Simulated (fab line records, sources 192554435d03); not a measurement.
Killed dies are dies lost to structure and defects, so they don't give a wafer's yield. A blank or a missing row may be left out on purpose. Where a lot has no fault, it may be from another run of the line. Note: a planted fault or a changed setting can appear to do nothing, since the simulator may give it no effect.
Comparing a struck lot with a sound one :: flow n5_finfet :: 16 steps out of a route of 1938
Sound: wafers L468.2, L468.3, L468.6. Wafers struck: L487.3, L487.4, L487.5. The cause comes at the end.
Each step with rows lists, per side, the tool, then ch with its chambers, then its first start. Under that, the readings that differ: sound wafers :: struck wafers :: difference of the means :: sigmas: that difference in standard deviations of wafers without a fault.
alike: readings with means less than 2 such deviations apart, plus words and numbers identical on both sides. not compared: withheld readings, readings lacking a value on some wafer, bounds such as >300 that could conceal the same value, and numbers that have no deviation in the record and whose values overlap.
A row with sigmas, a row that says differs or no value, or rows on one side alone: a step with any of these is where the two part. Non-overlapping numbers with no deviation appear without sigmas and do not part them. Lack of a reading on every wafer of one side parts them only where that side has two or more wafers.

first, 12 steps without rows for these wafers: N5_MOL_CONTACT_COAG_DESCUM_45 (chemistry O2, time 7 s); N5_MOL_CONTACT_COAG_ETCH_65 (etches underlayer in N2/H2, target depth 13 nm, time 10.4 s); N5_MOL_CONTACT_COAG_ETCH_66 (etches SiARC in CF4, target depth 13 nm, time 21.7 s); N5_MOL_CONTACT_COAG_ALD_133 (deposits SiO2, target thk 5 nm, pulse time 1 s, co reactant pulse time 1 s); N5_MOL_CONTACT_COAG_ETCHBACK_134 (etches SiO2 in CHF3, target depth 10 nm, time 6.7 s); N5_MOL_CONTACT_COAG_ETCH_67 (etches SOC in N2/H2, target depth 60 nm, overetch 21 nm, time 101.2 s); N5_MOL_CONTACT_COAG_STRIP_68 (strips in N2/H2); N5_MOL_CONTACT_COAG_STRIP_69 (strips in N2/H2); N5_MOL_CONTACT_COAG_ETCHBACK_136 (etches SiO2 in CHF3, target depth 25 nm, time 16.7 s); N5_MOL_CONTACT_COAG_STRIP_120 (strips in CHF3); N5_MOL_CONTACT_COAG_VIA_ETCH_117 (etches SiO2 in C4F6/O2, target depth 40 nm, overetch 8 nm, time 26 s); N5_MOL_CONTACT_COAG_ETCH_124 (etches SiNx in CH3F/O2, stops on SiOC, target depth 6.5 nm).
N5_MOL_CONTACT_COAG_ETCH_48: etches SiOC in C4F6/O2, target depth 15 nm, overetch 4.5 nm, time 17 s.
  sound on rie_diel-02 ch 1,2, day 5 04:14; struck on rie_diel-02 ch 0,1, day 9 23:12
  no value came back on the struck wafers for any of 7 readings (C4F6_flow_sccm (sccm), O2_flow_sccm (sccm) and others); on the sound wafers C4F6_flow_sccm (sccm) reads 10.011 10.004 9.981
reading: model.SOC_of_MOL_CONTACT_COAG_COAT_62.thk_nm (nm)
sound: 45.2 45.8 45.6
struck: 48.6 48.4 48.6
difference: +3.0
sigmas: 
  not compared: rf_hours_counter_h
then, 1 step without rows for these wafers: N5_MOL_CONTACT_COAG_STRIP_72 (strips in N2/H2).
N5_BEOL_M4_RC_MEAS_101:
  the record has rows for the sound wafers here (prober-02 ch 0, day 8 11:55) and none for the struck ones
-- a jump in the record: the struck wafers' starts before and after are 7 days apart (it breaks off in module BEOL_M4 and resumes in module PASSIVATION, where the first step shown is number 1936 of the route) --
N5_PASSIVATION_PROBE_49:
  sound: prober-02 at day 13 11:31; struck: prober-02 at day 17 07:25
reading: defect_limited_yield (%)
sound: 90.4 92.0 89.8
struck: 0 0 0
difference: -91
sigmas: -65

reading: killed_at_M0_to_M3
sound: 51 30 48
struck: 29 18 25
difference: -19
sigmas: -2

reading: killed_at_contacts
sound: 24 21 22
struck: 1085 1097 1094
difference: +1070
sigmas: +99 or more

reading: killed_dies
sound: 113 94 120
struck: 1180 1180 1180
difference: +1071
sigmas: +67

reading: killed_on_rim
sound: 7 12 19
struck: 152 152 152
difference: +139
sigmas: +41

reading: sort_bin_5_function (%)
sound: 6.4 4.5 5.3
struck: 96.3 97.7 97.1
difference: +91.6
sigmas: +99 or more

reading: sort_n_pass
sound: 1067 1086 1053
struck: 0 0 0
difference: -1069
sigmas: -37

reading: sort_yield_pct (%)
sound: 90.4 92.0 89.2
struck: 0 0 0
difference: -91
sigmas: -36
  alike: killed_at_M4_up, killed_at_front_end, killed_at_other, killed_open, killed_short, sort_bin_4_leakage, sort_bin_6_memory

## WHERE THEY PART
First at N5_MOL_CONTACT_COAG_ETCH_48; last, within this record, at N5_PASSIVATION_PROBE_49.

WHY: the cause the simulator had injected
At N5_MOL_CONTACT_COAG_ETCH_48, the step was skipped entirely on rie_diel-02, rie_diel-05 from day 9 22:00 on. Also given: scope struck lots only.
